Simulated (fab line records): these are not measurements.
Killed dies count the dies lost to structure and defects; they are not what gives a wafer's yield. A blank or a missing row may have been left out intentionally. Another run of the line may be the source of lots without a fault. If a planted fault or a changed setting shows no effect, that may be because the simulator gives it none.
fab line records    flow n5-finfet
record: lots: 7  wafers: 39
route steps=1938 shown PMOS_HMC_CHANNEL_EPI@57 HKMG_FIN@386 MOL_CONTACT_COAG@615 BEOL_M0@748 BEOL_M2@883 BEOL_M5@1116 BEOL_M6@1198 BEOL_M8@1348 BEOL_M12@1602 PASSIVATION@1928
start-h: start of the lot's first displayed wafer, in hours after the record's first day    wait-h: time in hours since the lot's previous step    " as in the row above    L1.1+2: one row covering several wafers at once    - either no value or no given start    * or withheld: withheld    < > ~ a bound
route shown NAME@n: a module of which the file shows steps, and the number in the route of the first    usual: mean/standard deviation taken from wafers without a fault    same: alike in all rows    chamber/n: place in a boat    sites: readings site by site    _std_site: how widely they spread, as a standard deviation    _edge_site: inner sites' mean taken away from outer sites' mean    radius-mm: for every site, how far away it sits from the centre of the wafer    mask NAME#n: copy n    behind: the tool/chamber that last shaped the wafer    hold: cause of the lot's hold/its duration in hours/its outcome    device: the transistor (n, p or np) that didn't switch    end of line: the same wafers' tests at the end of the route    step lacking rows: just its recipe    killed: the dies lost at the first sort to structure and to defects; this is not the yield of the wafer    map: shows each die of a wafer: x if killed, . if not, _ if none is there
set.NAME: the setting the step ran with; set.NAME@STEP: the setting that earlier step ran with    model.NAME: the simulator's own value behind a step, which no gauge read
lots where settings were altered on purpose, with a table for each step and a row for each wafer
== steps ==
step: N5_PMOS_HMC_CHANNEL_EPI_HM_DEP_34
recipe: material: SiO2  target-thk-a: 360  temp-c: 400  precursor: TEOS/O2  pressure-torr: 6.5  rf-w: 900  teos-flow-sccm: 161.4  gas: O2  flow-sccm: 2650  time-s: 6.9
step: N5_HKMG_FIN_HK_ALD_01
recipe: material: HfO2  target-thk-a: 16  temp-c: withheld  ald-precursor-family: HfCl4  ald-co-reactant: H2O  pulse-time-s: 3  purge-time-s: 3  co-reactant-purge-time-s: 2.5  co-reactant-pulse-time-s: 0.3  ald-cycles: 30
step: N5_MOL_CONTACT_COAG_VIA_ETCH_117
recipe: chemistry: C4F6/O2  target-depth-a: 400  overetch-a: 80  mask-material: SOC  target: SiO2  bias-w: 455  pressure-mtorr: 10  time-s: 26  source-w: 325  Ar_flow_sccm: 300  C4F6_flow_sccm: 10  O2_flow_sccm: 10  ion-energy-ev: 575.3  ends: end-point
step: N5_BEOL_M0_DEP_125
recipe: material: SiCN  target-thk-a: 80  temp-c: withheld  precursor: 3MS/NH3  pressure-torr: 3  rf-w: 202  time-s: 14
step: N5_BEOL_M2_ETCHBACK_99
recipe: chemistry: CHF3  target: SiO2  target-depth-a: 50  time-s: 10.4  source-w: 215  bias-w: 47  Ar_flow_sccm: 200  CHF3_flow_sccm: 12  ion-energy-ev: 100  pressure-mtorr: 30
step: N5_BEOL_M5_HM_DEP_02
recipe: material: TiN  target-thk-a: 200  temp-c: 25  chamber-pressure-pa: 0.49996
step: N5_BEOL_M6_HM_DEP_02
step: N5_BEOL_M8_DESCUM_16
recipe: chemistry: O2  time-s: 7.9  source-power-w: 50  bias-power-w: 20  pressure-mtorr: 20  rf-frequency-hz: 2.712e+07  temp-c: 40  resist: CAR-ArF  o2-flow-sccm: 225
step: N5_BEOL_M12_ILD_DEP_00
recipe: material: SiOC  target-thk-a: 6589.2  temp-c: 350  precursor: DEMS/O2  pressure-torr: 5  rf-w: 500  time-s: 130.7
step: N5_BEOL_M12_ETCH_38
recipe: chemistry: CF4/N2  target: SiCN  target-depth-a: 687  taper-deg: 2  time-s: 73.4  ion-energy-ev: 150  mask-material: SiO2  pressure-mtorr: 40  source-w: 430  bias-w: 70  Ar_flow_sccm: 100  cf4-flow-sccm: 60  n2-flow-sccm: 60
step: N5_PASSIVATION_DESCUM_46
recipe: chemistry: O2  time-s: 7.9  source-power-w: 50  bias-power-w: 20  pressure-mtorr: 20  rf-frequency-hz: 2.712e+07  temp-c: 40  o2-flow-sccm: 225
step: N5_PASSIVATION_PROBE_49
usual: defect-limited-yield: 91.5/1.4  killed-at-contacts: 11/5.9  killed-dies: 101/17  sort_bin_5_function: 5.0/0.97
lot.wafer  tool       chamber  start-h  wait-h  set.target-thk-a@PMOS_HMC_CHANNEL_EPI_HM_DEP_34  set.ald-cycles@HKMG_FIN_HK_ALD_01  set.target-depth-a@MOL_CONTACT_COAG_VIA_ETCH_117  set.target-thk-a@BEOL_M0_DEP_125  set.target-depth-a@BEOL_M2_ETCHBACK_99  set.target-thk-a@BEOL_M5_HM_DEP_02  set.target-thk-a@BEOL_M6_HM_DEP_02  set.time-s@BEOL_M8_DESCUM_16  set.time-s@BEOL_M12_ILD_DEP_00  set.time-s@BEOL_M12_ETCH_38  set.time-s@PASSIVATION_DESCUM_46  defect-limited-yield[%]  killed-at-contacts  killed-dies  sort_bin_5_function[%]
L076.1     prober-01  -        327.62   0.0     360                                              39                                 400                                               120.9                             68.3                                    169.1                               200                                 9.234                         174.3                           115.7                        10.01                             92.5                     2                   88           4.2
L076.2     prober-01  -        327.67   0.1     360                                              30                                 290                                               120.9                             50                                      169.1                               200                                 7.9                           130.7                           73.4                         7.9                               0                        1074                1180         95.2
L076.3     prober-01  -        327.72   0.1     360                                              39                                 400                                               120.9                             50                                      200                                 200                                 9.234                         174.3                           73.4                         10.01                             93.7                     10                  74           3.5
L076.4     prober-01  -        327.77   0.2     360                                              30                                 400                                               80                                68.3                                    169.1                               200                                 7.9                           130.7                           115.7                        10.01                             92.0                     12                  94           5.2
L076.5     prober-01  -        327.82   0.2     360                                              30                                 290                                               80                                68.3                                    200                                 200                                 7.9                           174.3                           73.4                         7.9                               0                        1093                1180         96.9
L076.6     prober-01  -        327.87   0.3     360                                              39                                 290                                               80                                50                                      200                                 200                                 9.234                         130.7                           115.7                        7.9                               0                        1104                1180         96.3
L079.1     prober-02  -        354.61   0.0     478.3                                            15                                 400                                               80                                50                                      200                                 200                                 7.9                           154.7                           73.4                         9.97                              93.6                     9                   75           3.7
L079.2     prober-02  -        354.66   0.1     360                                              30                                 473.3                                             80                                41.51                                   200                                 200                                 7.9                           154.7                           103.6                        7.9                               91.3                     8                   103          5.7
L079.3     prober-02  -        354.71   0.1     478.3                                            15                                 473.3                                             80                                41.51                                   169                                 266.7                               7.9                           130.7                           73.4                         7.9                               77.5                     24                  266          18.1
L079.4     prober-02  -        354.76   0.2     478.3                                            30                                 400                                               80                                41.51                                   200                                 266.7                               6.373                         130.7                           103.6                        9.97                              91.1                     6                   105          6.1
L079.5     prober-02  -        354.81   0.2     360                                              15                                 473.3                                             80                                50                                      169                                 200                                 6.373                         130.7                           103.6                        7.9                               90.9                     21                  107          5.4
L079.6     prober-02  -        354.86   0.3     360                                              30                                 400                                               80                                50                                      169                                 266.7                               6.373                         154.7                           73.4                         9.97                              73.6                     5                   312          22.5
L083.1     prober-01  -        381.38   0.0     360                                              30                                 400                                               80                                50                                      200                                 200                                 7.9                           130.7                           73.4                         7.9                               90.9                     19                  107          4.7
L083.2     prober-01  -        381.43   0.1     360                                              30                                 400                                               80                                50                                      200                                 200                                 7.9                           130.7                           73.4                         7.9                               89.9                     15                  119          6.9
L083.4     prober-01  -        381.53   0.2     360                                              30                                 400                                               80                                50                                      200                                 200                                 7.9                           130.7                           73.4                         7.9                               92.0                     22                  94           5.1
L087.1     prober-01  -        392.37   0.0     360                                              30                                 400                                               41.43                             50                                      200                                 200                                 7.9                           130.7                           73.4                         7.9                               91.4                     8                   101          5.3
L087.2     prober-01  -        392.42   0.1     360                                              36                                 228                                               41.43                             50                                      282.8                               200                                 5.48                          130.7                           89.51                        4.85                              0                        1102                1180         97.1
L087.3     prober-01  -        392.47   0.1     360                                              36                                 400                                               80                                50                                      200                                 200                                 5.48                          130.7                           73.4                         4.85                              91.4                     3                   101          5.6
L087.4     prober-01  -        392.52   0.2     360                                              30                                 228                                               80                                64.85                                   200                                 200                                 7.9                           130.7                           89.51                        4.85                              0                        1089                1180         96.4
L087.5     prober-01  -        392.57   0.2     360                                              30                                 228                                               41.43                             64.85                                   282.8                               200                                 5.48                          130.7                           73.4                         7.9                               0                        1084                1180         96.6
L087.6     prober-01  -        392.62   0.3     360                                              36                                 400                                               80                                64.85                                   282.8                               200                                 7.9                           130.7                           89.51                        7.9                               13.7                     9                   1018         82.5
L091.1     prober-01  -        440.37   0.0     360                                              30                                 181.4                                             49.95                             50                                      200                                 200                                 7.9                           198.1                           73.4                         3.236                             0                        1083                1180         95.9
L091.2     prober-01  -        440.42   0.1     360                                              36                                 181.4                                             80                                50                                      200                                 80.38                               9.341                         198.1                           90.43                        7.9                               0                        1106                1180         96.8
L091.3     prober-01  -        440.47   0.1     279.4                                            30                                 181.4                                             80                                66.28                                   200                                 200                                 9.341                         130.7                           73.4                         7.9                               0                        1066                1180         96.1
L091.4     prober-01  -        440.52   0.2     279.4                                            36                                 400                                               49.95                             50                                      200                                 80.38                               9.341                         130.7                           90.43                        3.236                             90.6                     20                  111          5.8
L091.5     prober-01  -        440.57   0.2     360                                              30                                 400                                               49.95                             66.28                                   200                                 200                                 7.9                           130.7                           90.43                        3.236                             91.3                     28                  103          4.9
L091.6     prober-01  -        440.62   0.3     279.4                                            36                                 400                                               80                                66.28                                   200                                 80.38                               7.9                           198.1                           73.4                         7.9                               89.2                     28                  128          7.2
L092.1     prober-01  -        440.92   0.0     360                                              30                                 400                                               35.56                             50                                      200                                 200                                 5.129                         130.7                           73.4                         7.9                               92.5                     9                   88           4.6
L092.2     prober-01  -        440.97   0.1     452.4                                            30                                 400                                               35.56                             50                                      200                                 302.2                               7.9                           56.57                           73.4                         9.642                             0                        8                   1180         63.6
L092.3     prober-01  -        441.02   0.1     360                                              30                                 400                                               80                                50                                      200                                 302.2                               5.129                         56.57                           73.4                         7.9                               0                        7                   1180         94.4
L092.4     prober-01  -        441.07   0.2     452.4                                            30                                 400                                               80                                50                                      268.8                               302.2                               5.129                         130.7                           73.4                         9.642                             21.2                     7                   930          75.5
L092.5     prober-01  -        441.12   0.2     452.4                                            30                                 400                                               80                                50                                      268.8                               200                                 7.9                           130.7                           73.4                         9.642                             89.9                     11                  119          7.2
L092.6     prober-01  -        441.17   0.3     360                                              30                                 400                                               35.56                             50                                      268.8                               200                                 7.9                           56.57                           73.4                         7.9                               0.1                      23                  1179         34.7
L095.1     prober-01  -        451.48   0.0     360                                              38                                 400                                               80                                50                                      200                                 200                                 5.166                         130.7                           73.4                         7.9                               93.6                     3                   75           3.5
L095.2     prober-01  -        451.53   0.1     360                                              30                                 400                                               80                                50                                      200                                 86.38                               7.9                           156                             73.4                         7.9                               89.4                     11                  125          5.9
L095.3     prober-01  -        451.58   0.1     360                                              30                                 400                                               80                                50                                      200                                 200                                 5.166                         156                             73.4                         7.9                               91.9                     9                   95           4.4
L095.4     prober-01  -        451.63   0.2     360                                              38                                 400                                               38.81                             50                                      200                                 86.38                               5.166                         130.7                           73.4                         7.9                               93.2                     10                  80           4.4
L095.5     prober-01  -        451.68   0.2     360                                              30                                 400                                               38.81                             50                                      200                                 200                                 7.9                           130.7                           73.4                         7.9                               91.3                     21                  103          6.2
L095.6     prober-01  -        451.73   0.3     360                                              38                                 400                                               38.81                             50                                      200                                 86.38                               7.9                           156                             73.4                         7.9                               92.6                     3                   87           4.7
killed by level:class
L076.1 STI_FIN_REVEAL:geometric-particle:open=13 DUMMY_GATE:geometric-particle:open=9 FIN_SAQP:geometric-particle:short=7 FIN_SAQP:geometric-particle:open=6 BEOL_M3:geometric-particle:open=6 BEOL_M0_SAQP:geometric-particle:open=6 STARTING-WAFER:geometric-particle:short=6 GATE_CUT:geometric-particle:short=5
L076.2 MOL_CONTACT_COAG:area-etch=1062 BEOL_M0_SAQP:geometric-particle:short=18 BEOL_M0_SAQP:geometric-particle:open=16 BEOL_M1:geometric-particle:open=15 FIN_SAQP:geometric-particle:open=7 STI_FIN_REVEAL:geometric-particle:open=6 FIN_SAQP:geometric-particle:short=5 MOL_CONTACT_COAG:geometric-particle:short=5
L076.3 STI_FIN_REVEAL:geometric-particle:open=9 STARTING-WAFER:geometric-particle:short=6 MOL_CONTACT_COAG:geometric-particle:open=6 BEOL_M1:geometric-particle:open=5 GATE_CUT:geometric-particle:short=4 BEOL_M2:geometric-particle:open=4 BEOL_M6:geometric-particle:open=4 MOL_CONTACT_COAG:geometric-particle:short=3
L076.4 BEOL_M2:geometric-particle:open=14 MOL_CONTACT_COAG:geometric-particle:open=8 BEOL_M0_SAQP:geometric-particle:open=7 FIN_SAQP:geometric-particle:open=6 DUMMY_GATE:geometric-particle:open=6 BEOL_M3:geometric-particle:open=6 BEOL_M0_SAQP:geometric-particle:short=5 BEOL_M2:geometric-particle:short=4
L076.5 MOL_CONTACT_COAG:area-etch=1082 MOL_CONTACT_COAG:geometric-particle:open=11 DUMMY_GATE:geometric-particle:open=8 BEOL_M0_SAQP:geometric-particle:open=7 BEOL_M3:geometric-particle:open=7 FIN_SAQP:geometric-particle:short=6 BEOL_M1:geometric-particle:open=6 BEOL_M4:geometric-particle:open=6
L076.6 MOL_CONTACT_COAG:area-etch=1088 MOL_CONTACT_COAG:geometric-particle:open=14 BEOL_M0_SAQP:geometric-particle:short=9 BEOL_M0_SAQP:geometric-particle:open=9 DUMMY_GATE:geometric-particle:open=8 GATE_CUT:geometric-particle:short=7 FIN_SAQP:geometric-particle:short=6 BEOL_M4:geometric-particle:open=5
L079.1 BEOL_M4:geometric-particle:open=10 FIN_SAQP:geometric-particle:open=9 MOL_CONTACT_COAG:geometric-particle:open=7 GATE_CUT:geometric-particle:open=5 GATE_CUT:geometric-particle:short=4 BEOL_M6:geometric-particle:open=4 BEOL_M1:geometric-particle:open=4 BEOL_M2:geometric-particle:open=4
L079.2 FIN_SAQP:geometric-particle:open=11 STI_FIN_REVEAL:geometric-particle:open=10 GATE_CUT:geometric-particle:short=9 GATE_CUT:geometric-particle:open=8 BEOL_M3:geometric-particle:open=8 BEOL_M4:geometric-particle:open=8 BEOL_M2:geometric-particle:open=7 DUMMY_GATE:geometric-particle:open=5
L079.3 BEOL_M6:area-open=155 MOL_CONTACT_COAG:geometric-particle:open=20 GATE_CUT:geometric-particle:open=9 BEOL_M3:geometric-particle:open=9 FIN_SAQP:geometric-particle:open=7 DUMMY_GATE:geometric-particle:open=6 BEOL_M0_SAQP:geometric-particle:open=6 BEOL_M0_SAQP:geometric-particle:short=5
L079.4 BEOL_M6:area-open=23 BEOL_M2:geometric-particle:short=9 MOL_CONTACT_COAG:geometric-particle:open=6 FIN_SAQP:geometric-particle:short=5 BEOL_M4:geometric-particle:open=5 STARTING-WAFER:geometric-particle:open=5 STI_FIN_REVEAL:geometric-particle:open=4 GATE_CUT:geometric-particle:open=4
L079.5 MOL_CONTACT_COAG:geometric-particle:open=18 BEOL_M4:geometric-particle:open=12 BEOL_M2:geometric-particle:open=7 BEOL_M2:geometric-particle:short=7 BEOL_M5:geometric-particle:short=7 BEOL_M3:geometric-particle:open=6 DUMMY_GATE:geometric-particle:open=5 STARTING-WAFER:geometric-particle:short=5
L079.6 BEOL_M6:area-open=222 FIN_SAQP:geometric-particle:short=10 BEOL_M4:geometric-particle:open=8 STI_FIN_REVEAL:geometric-particle:open=7 DUMMY_GATE:geometric-particle:open=7 BEOL_M3:geometric-particle:open=7 BEOL_M0_SAQP:geometric-particle:open=6 BEOL_M2:geometric-particle:short=6
L083.1 STI_FIN_REVEAL:geometric-particle:open=20 MOL_CONTACT_COAG:geometric-particle:open=15 FIN_SAQP:geometric-particle:short=10 GATE_CUT:geometric-particle:open=5 FIN_SAQP:geometric-particle:open=4 GATE_CUT:geometric-particle:short=4 MOL_CONTACT_COAG:geometric-particle:short=4 BEOL_M5:geometric-particle:short=4
L083.2 FIN_SAQP:geometric-particle:open=29 MOL_CONTACT_COAG:geometric-particle:open=13 FIN_SAQP:geometric-particle:short=8 BEOL_M3:geometric-particle:open=8 STI_FIN_REVEAL:geometric-particle:open=7 BEOL_M0_SAQP:geometric-particle:short=6 BEOL_M2:geometric-particle:open=6 BEOL_M5:geometric-particle:open=4
L083.4 MOL_CONTACT_COAG:geometric-particle:open=20 STI_FIN_REVEAL:geometric-particle:open=13 FIN_SAQP:geometric-particle:open=8 FIN_SAQP:geometric-particle:short=5 BEOL_M0_SAQP:geometric-particle:short=5 DUMMY_GATE:geometric-particle:open=4 BEOL_M3:geometric-particle:open=4 BEOL_M4:geometric-particle:open=4
L087.1 BEOL_M0_SAQP:geometric-particle:short=19 STI_FIN_REVEAL:geometric-particle:open=10 BEOL_M0_SAQP:geometric-particle:open=9 BEOL_M1:geometric-particle:open=7 BEOL_M4:geometric-particle:open=7 DUMMY_GATE:geometric-particle:open=6 FIN_SAQP:geometric-particle:open=5 BEOL_M3:geometric-particle:open=5
L087.2 MOL_CONTACT_COAG:area-etch=1093 STI_FIN_REVEAL:geometric-particle:open=8 BEOL_M4:geometric-particle:open=8 GATE_CUT:geometric-particle:short=7 MOL_CONTACT_COAG:geometric-particle:open=7 FIN_SAQP:geometric-particle:open=6 DUMMY_GATE:geometric-particle:open=4 GATE_CUT:geometric-particle:open=4
L087.3 BEOL_M0_SAQP:geometric-particle:short=11 STI_FIN_REVEAL:geometric-particle:open=8 BEOL_M0_SAQP:geometric-particle:open=7 FIN_SAQP:geometric-particle:short=6 FIN_SAQP:geometric-particle:open=6 BEOL_M1:geometric-particle:open=6 BEOL_M2:geometric-particle:open=5 BEOL_M4:geometric-particle:open=5
L087.4 MOL_CONTACT_COAG:area-etch=1081 BEOL_M0_SAQP:geometric-particle:short=12 STI_FIN_REVEAL:geometric-particle:open=11 GATE_CUT:geometric-particle:short=8 BEOL_M0_SAQP:geometric-particle:open=7 BEOL_M2:geometric-particle:open=7 DUMMY_GATE:geometric-particle:open=5 MOL_CONTACT_COAG:geometric-particle:open=5
L087.5 MOL_CONTACT_COAG:area-etch=1077 BEOL_M4:geometric-particle:open=13 BEOL_M0_SAQP:geometric-particle:short=10 BEOL_M3:geometric-particle:open=10 BEOL_M2:geometric-particle:open=9 STI_FIN_REVEAL:geometric-particle:open=8 MOL_CONTACT_COAG:geometric-particle:open=6 BEOL_M0_SAQP:geometric-particle:open=6
L087.6 BEOL_M5:area-open=905 BEOL_M0_SAQP:geometric-particle:short=13 GATE_CUT:geometric-particle:short=10 BEOL_M0_SAQP:geometric-particle:open=9 STI_FIN_REVEAL:geometric-particle:open=8 GATE_CUT:geometric-particle:open=7 MOL_CONTACT_COAG:geometric-particle:open=7 BEOL_M1:geometric-particle:open=7
L091.1 MOL_CONTACT_COAG:area-etch=1070 MOL_CONTACT_COAG:geometric-particle:open=10 FIN_SAQP:geometric-particle:open=8 BEOL_M0_SAQP:geometric-particle:open=8 STI_FIN_REVEAL:geometric-particle:open=7 BEOL_M0_SAQP:geometric-particle:short=6 BEOL_M3:geometric-particle:open=6 BEOL_M4:geometric-particle:open=6
L091.2 MOL_CONTACT_COAG:area-etch=1091 STI_FIN_REVEAL:geometric-particle:open=13 MOL_CONTACT_COAG:geometric-particle:open=13 BEOL_M0_SAQP:geometric-particle:short=6 BEOL_M0:geometric-particle:short=6 BEOL_M5:geometric-particle:open=6 BEOL_M1:geometric-particle:open=5 BEOL_M4:geometric-particle:open=5
L091.3 MOL_CONTACT_COAG:area-etch=1050 BEOL_M1:geometric-particle:open=14 STI_FIN_REVEAL:geometric-particle:open=12 MOL_CONTACT_COAG:geometric-particle:open=11 BEOL_M4:geometric-particle:open=8 BEOL_M0_SAQP:geometric-particle:short=7 BEOL_M2:geometric-particle:open=6 BEOL_M3:geometric-particle:open=6
L091.4 MOL_CONTACT_COAG:geometric-particle:open=17 BEOL_M4:geometric-particle:open=14 BEOL_M2:geometric-particle:open=11 STI_FIN_REVEAL:geometric-particle:open=7 BEOL_M3:geometric-particle:open=7 BEOL_M0_SAQP:geometric-particle:short=5 BEOL_M0_SAQP:geometric-particle:open=5 BEOL_M1:geometric-particle:open=5
L091.5 MOL_CONTACT_COAG:geometric-particle:open=23 STI_FIN_REVEAL:geometric-particle:open=13 BEOL_M0_SAQP:geometric-particle:short=8 BEOL_M0_SAQP:geometric-particle:open=7 BEOL_M1:geometric-particle:open=6 MOL_CONTACT_COAG:geometric-particle:short=5 BEOL_M2:geometric-particle:open=5 BEOL_M4:geometric-particle:open=5
L091.6 MOL_CONTACT_COAG:geometric-particle:open=23 STI_FIN_REVEAL:geometric-particle:open=16 BEOL_M4:geometric-particle:open=13 FIN_SAQP:geometric-particle:short=8 BEOL_M2:geometric-particle:open=8 BEOL_M3:geometric-particle:open=6 BEOL_M0:geometric-particle:open=6 BEOL_M0_SAQP:geometric-particle:short=6
L092.1 FIN_SAQP:geometric-particle:short=9 BEOL_M4:geometric-particle:open=9 MOL_CONTACT_COAG:geometric-particle:open=8 BEOL_M2:geometric-particle:open=6 BEOL_M5:geometric-particle:open=5 BEOL_M0_SAQP:geometric-particle:short=5 BEOL_M2:geometric-particle:short=5 FIN_SAQP:geometric-particle:open=4
L092.2 BEOL_M6:area-open=673 BEOL_M12:area-dep=379 BEOL_M0_SAQP:geometric-particle:open=17 BEOL_M0_SAQP:geometric-particle:short=16 STI_FIN_REVEAL:geometric-particle:open=15 FIN_SAQP:geometric-particle:short=9 BEOL_M4:geometric-particle:open=9 BEOL_M1:geometric-particle:open=7
L092.3 BEOL_M6:area-open=1048 BEOL_M0_SAQP:geometric-particle:short=21 BEOL_M0_SAQP:geometric-particle:open=17 STI_FIN_REVEAL:geometric-particle:open=14 BEOL_M4:geometric-particle:open=13 BEOL_M4:geometric-particle:short=12 FIN_SAQP:geometric-particle:open=7 MOL_CONTACT_COAG:geometric-particle:open=7
L092.4 BEOL_M6:area-open=541 BEOL_M5:area-open=295 FIN_SAQP:geometric-particle:short=9 BEOL_M3:geometric-particle:open=9 BEOL_M4:geometric-particle:open=8 BEOL_M0_SAQP:geometric-particle:open=8 BEOL_M5:geometric-particle:open=8 BEOL_M1:geometric-particle:short=7
L092.5 BEOL_M5:area-open=30 FIN_SAQP:geometric-particle:open=13 BEOL_M2:geometric-particle:open=10 MOL_CONTACT_COAG:geometric-particle:open=8 BEOL_M0_SAQP:geometric-particle:open=8 BEOL_M0_SAQP:geometric-particle:short=7 BEOL_M3:geometric-particle:open=5 STI_FIN_REVEAL:geometric-particle:open=4
L092.6 BEOL_M12:area-dep=733 BEOL_M5:area-open=352 MOL_CONTACT_COAG:geometric-particle:open=17 BEOL_M4:geometric-particle:open=13 FIN_SAQP:geometric-particle:short=8 STI_FIN_REVEAL:geometric-particle:open=6 MOL_CONTACT_COAG:geometric-particle:short=6 BEOL_M0_SAQP:geometric-particle:short=5
L095.1 STI_FIN_REVEAL:geometric-particle:open=14 BEOL_M2:geometric-particle:open=6 BEOL_M1:geometric-particle:open=5 BEOL_M4:geometric-particle:open=5 DUMMY_GATE:geometric-particle:open=4 BEOL_M0_SAQP:geometric-particle:short=4 STARTING-WAFER:geometric-particle:open=4 STI_FIN_REVEAL:geometric-particle:short=3
L095.2 BEOL_M4:geometric-particle:open=16 BEOL_M0_SAQP:geometric-particle:short=11 GATE_CUT:geometric-particle:short=9 MOL_CONTACT_COAG:geometric-particle:open=9 FIN_SAQP:geometric-particle:short=7 BEOL_M0_SAQP:geometric-particle:open=7 BEOL_M2:geometric-particle:open=7 FIN_SAQP:geometric-particle:open=6
L095.3 BEOL_M3:geometric-particle:open=8 BEOL_M4:geometric-particle:open=8 STI_FIN_REVEAL:geometric-particle:open=7 BEOL_M0_SAQP:geometric-particle:open=7 STARTING-WAFER:geometric-particle:short=6 BEOL_M0_SAQP:geometric-particle:short=6 BEOL_M2:geometric-particle:open=6 MOL_CONTACT_COAG:geometric-particle:open=5
L095.4 FIN_SAQP:geometric-particle:short=9 DUMMY_GATE:geometric-particle:open=7 MOL_CONTACT_COAG:geometric-particle:open=7 BEOL_M0_SAQP:geometric-particle:short=6 FIN_SAQP:geometric-particle:open=5 STI_FIN_REVEAL:geometric-particle:open=5 BEOL_M0_SAQP:geometric-particle:open=5 BEOL_M4:geometric-particle:open=5
L095.5 MOL_CONTACT_COAG:geometric-particle:open=18 BEOL_M2:geometric-particle:open=10 DUMMY_GATE:geometric-particle:open=9 BEOL_M0_SAQP:geometric-particle:short=7 BEOL_M1:geometric-particle:open=6 BEOL_M4:geometric-particle:open=6 GATE_CUT:geometric-particle:short=5 BEOL_M3:geometric-particle:open=5
L095.6 BEOL_M4:geometric-particle:open=9 BEOL_M2:geometric-particle:open=8 GATE_CUT:geometric-particle:open=7 GATE_CUT:geometric-particle:short=6 FIN_SAQP:geometric-particle:open=5 FIN_SAQP:geometric-particle:short=5 STARTING-WAFER:geometric-particle:short=5 BEOL_M4:geometric-particle:short=5
== key ==
split: step: N5_PMOS_HMC_CHANNEL_EPI_HM_DEP_34  setting: target-thk-a  stated-as: 360
response none clear
split: step: N5_HKMG_FIN_HK_ALD_01  setting: ald-cycles  stated-as: 30
response none clear
split: step: N5_MOL_CONTACT_COAG_VIA_ETCH_117  setting: target-depth-a  stated-as: 400
response: step: N5_PASSIVATION_PROBE_49  reading: killed-at-contacts  slope: -22.7  per: 1%  together-with: all  explained: 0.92
response: step: N5_PASSIVATION_PROBE_49  reading: sort_bin_5_function  slope: -1.71  per: 1%  together-with: all  explained: 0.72
response: step: N5_PASSIVATION_PROBE_49  reading: killed-dies  slope: -20.6  per: 1%  together-with: all  explained: 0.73
response: step: N5_PASSIVATION_PROBE_49  reading: defect-limited-yield  slope: +1.75  per: 1%  together-with: all  explained: 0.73
split: step: N5_BEOL_M0_DEP_125  setting: target-thk-a  stated-as: 80
response none clear
split: step: N5_BEOL_M2_ETCHBACK_99  setting: target-depth-a  stated-as: 50
response none clear
split: step: N5_BEOL_M5_HM_DEP_02  setting: target-thk-a  stated-as: 200
response none clear
split: step: N5_BEOL_M6_HM_DEP_02  setting: target-thk-a  stated-as: 200
response none clear
split: step: N5_BEOL_M8_DESCUM_16  setting: time-s  stated-as: 7.9
response none clear
split: step: N5_BEOL_M12_ILD_DEP_00  setting: time-s  stated-as: 130.7
response none clear
split: step: N5_BEOL_M12_ETCH_38  setting: time-s  stated-as: 73.4
response none clear
split: step: N5_PASSIVATION_DESCUM_46  setting: time-s  stated-as: 7.9
response none clear
